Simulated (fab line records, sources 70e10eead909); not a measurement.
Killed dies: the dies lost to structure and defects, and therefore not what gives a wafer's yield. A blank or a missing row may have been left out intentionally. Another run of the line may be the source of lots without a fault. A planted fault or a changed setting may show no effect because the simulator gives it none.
Matching of chambers -- flow nand harc -- cmp-01 running NHARC_A_BONDPAD_CMP_19: 4 sister chambers
The step polishes, t overpolish 30 s, cu recess touch 16 s, target thk 169.8 nm. 8 wafers are shown with their chamber, then 7 later ones without.

## WAFERS PAIRED WITH THEIR CHAMBERS
wafer,chamber,motor current A (A),overpolish run s (s)
L189.6,2,13.4,29.990
L188.6,2,13.5,30.010
L202.6,0,13.4,30.019
L203.1,3,9.8,30.000
L203.2,1,12.6,30.015
L203.6,1,12.0,30.002
L205.2,3,10.0,29.994
L205.4,0,13.1,29.998

## WAFERS WITHOUT THEIR CHAMBER
wafer,motor current A (A),overpolish run s (s)
L205.5,13.3,30.003
L206.3,13.4,30.003
L206.4,12.9,29.989
L206.5,14.1,30.000
L208.2,13.5,29.997
L208.3,12.4,30.001
L208.5,13.8,29.982

## THE CHAMBER EACH PASSED THROUGH
wafer,from the rows above,in truth
L205.5,can't be placed: 0 or 2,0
L206.3,can't be placed: 2 or 0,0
L206.4,can't be placed: 0 or 2 or 1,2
L206.5,can't be placed: 2 or 0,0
L208.2,can't be placed: 2 or 0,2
L208.3,1,1
L208.5,can't be placed: 2 or 0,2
Correct placement for 1 of the 7. These rows do not allow placing 6 (true chamber among the candidates in 6). 0 placed wrongly.
How it was worked out, from the rows above alone: a wafer's distance from a chamber is the root of the sum, over the readings, of the square of ((its reading less the chamber's mean) divided by the reading's scatter). If the next closest chamber is less than 2 further off than the closest, the wafer can't be placed; otherwise it belongs to the closest. Each chamber's mean is taken over the wafers shown for it. The scatter is the square root of a quotient: the sum, over the shown wafers, of each reading's squared deviation from its chamber's mean, divided by wafers minus chambers.
